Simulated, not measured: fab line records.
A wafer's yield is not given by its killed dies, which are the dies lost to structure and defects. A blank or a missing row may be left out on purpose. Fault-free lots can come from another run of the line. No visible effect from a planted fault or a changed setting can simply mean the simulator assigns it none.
Chamber matching | flow nand harc | NHARC_P_M2_DEP_33 on pecvd-01 has 3 sister chambers
The step deposits SiCN, target thk 30 nm. 14 wafers are shown with their chamber, then 7 later ones without.

== WAFERS, EACH WITH ITS CHAMBER ==
wafer  | chamber | showerhead vpp V (V) | heater power w (W)
L501.1 | 0       | 1275                 | 699
L501.3 | 2       | 1314                 | 589
L501.5 | 1       | 1257                 | 576
L504.3 | 2       | 1311                 | 589
L504.4 | 2       | 1337                 | 604
L504.6 | 1       | 1253                 | 498
L507.1 | 0       | 1251                 | 657
L507.3 | 1       | 1255                 | 507
L507.5 | 1       | 1256                 | 514
L510.1 | 1       | 1246                 | 625
L510.5 | 2       | 1324                 | 602
L510.6 | 1       | 1277                 | 600
L512.1 | 1       | 1246                 | 573
L512.3 | 2       | 1308                 | 503

SIGNATURES, as means of the wafers listed above
reading          | chamber 0 | chamber 1 | chamber 2 | scatter within a chamber
showerhead vpp V | 1263.00   | 1255.71   | 1318.80   | 11.7
heater power w   | 678.00    | 556.14    | 577.40    | 45.6
Rule: distance of a wafer from a chamber = root of the sum over the readings of ((wafer's reading minus chamber's mean) / reading's scatter) squared. If the next closest chamber is less than 2 further off than the closest, the wafer can't be placed; otherwise it belongs to the closest. How the scatter is found: for the shown wafers, subtract from each reading the mean of its chamber, square and add these, divide the total by (wafers less chambers), then take the root.

== WAFERS WHOSE CHAMBER IS MISSING ==
wafer  | showerhead vpp V (V) | heater power w (W)
L512.4 | 1272                 | 587
L511.2 | 1261                 | 718
L511.3 | 1339                 | 591
L511.5 | 1251                 | 588
L523.1 | 1258                 | 587
L523.3 | 1331                 | 594
L523.4 | 1279                 | 691

== CHAMBER TAKEN BY EACH ==
wafer  | from the rows above     | in truth
L512.4 | can't be placed: 1 or 0 | 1
L511.2 | 0                       | 0
L511.3 | 2                       | 2
L511.5 | can't be placed: 1 or 0 | 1
L523.1 | can't be placed: 1 or 0 | 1
L523.3 | 2                       | 2
L523.4 | 0                       | 0
Correct placement for 4 of the 7. These rows do not allow placing 3 (true chamber among the candidates in 3). Number placed wrongly: 0.
